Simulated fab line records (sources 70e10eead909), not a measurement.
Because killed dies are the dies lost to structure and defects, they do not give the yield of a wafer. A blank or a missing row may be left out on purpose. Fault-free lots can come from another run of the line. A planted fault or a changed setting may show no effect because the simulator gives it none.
Matching of chambers / flow nand_harc / NHARC_A_M1_STRIP_18 on rie_diel-09 has 4 sister chambers
The step strips in N2/H2. 4 wafers are shown with their chamber, then 7 later ones without.

## WAFERS, EACH WITH ITS CHAMBER
wafer=L087.4; chamber=2; drypump_motor_current_A (A)=5.4
wafer=L090.5; chamber=1; drypump_motor_current_A (A)=5.8
wafer=L094.2; chamber=0; drypump_motor_current_A (A)=5.4
wafer=L094.3; chamber=3; drypump_motor_current_A (A)=5.0

## WAFERS WHOSE CHAMBER IS MISSING
wafer=L094.4; drypump_motor_current_A (A)=5.8
wafer=L097.3; drypump_motor_current_A (A)=5.0
wafer=L097.5; drypump_motor_current_A (A)=5.3
wafer=L097.6; drypump_motor_current_A (A)=5.0
wafer=L096.1; drypump_motor_current_A (A)=5.8
wafer=L096.3; drypump_motor_current_A (A)=5.3
wafer=L096.4; drypump_motor_current_A (A)=5.4

## THE CHAMBER EACH PASSED THROUGH
wafer=L094.4; from the rows above=1; in truth=1
wafer=L097.3; from the rows above=3; in truth=3
wafer=L097.5; from the rows above=can't be placed: 0 or 2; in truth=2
wafer=L097.6; from the rows above=3; in truth=3
wafer=L096.1; from the rows above=1; in truth=1
wafer=L096.3; from the rows above=can't be placed: 0 or 2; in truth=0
wafer=L096.4; from the rows above=can't be placed: 0 or 2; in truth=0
Correct placement for 4 of the 7. Not placeable from these rows: 3 (in 3, the candidates include the true chamber). Number placed wrongly: 0.
How it was worked out, from the rows above alone: a wafer's distance from a chamber is the root of the sum, over the readings, of the square of ((its reading less the chamber's mean) divided by the reading's scatter). The wafer belongs to the nearest chamber; if the next one is less than 2 further off, it can't be placed. The mean given for a chamber averages the wafers shown for that chamber. The scatter: with one shown wafer a chamber, the root of the mean of the squares of how far each hidden wafer lies from its nearest shown one.
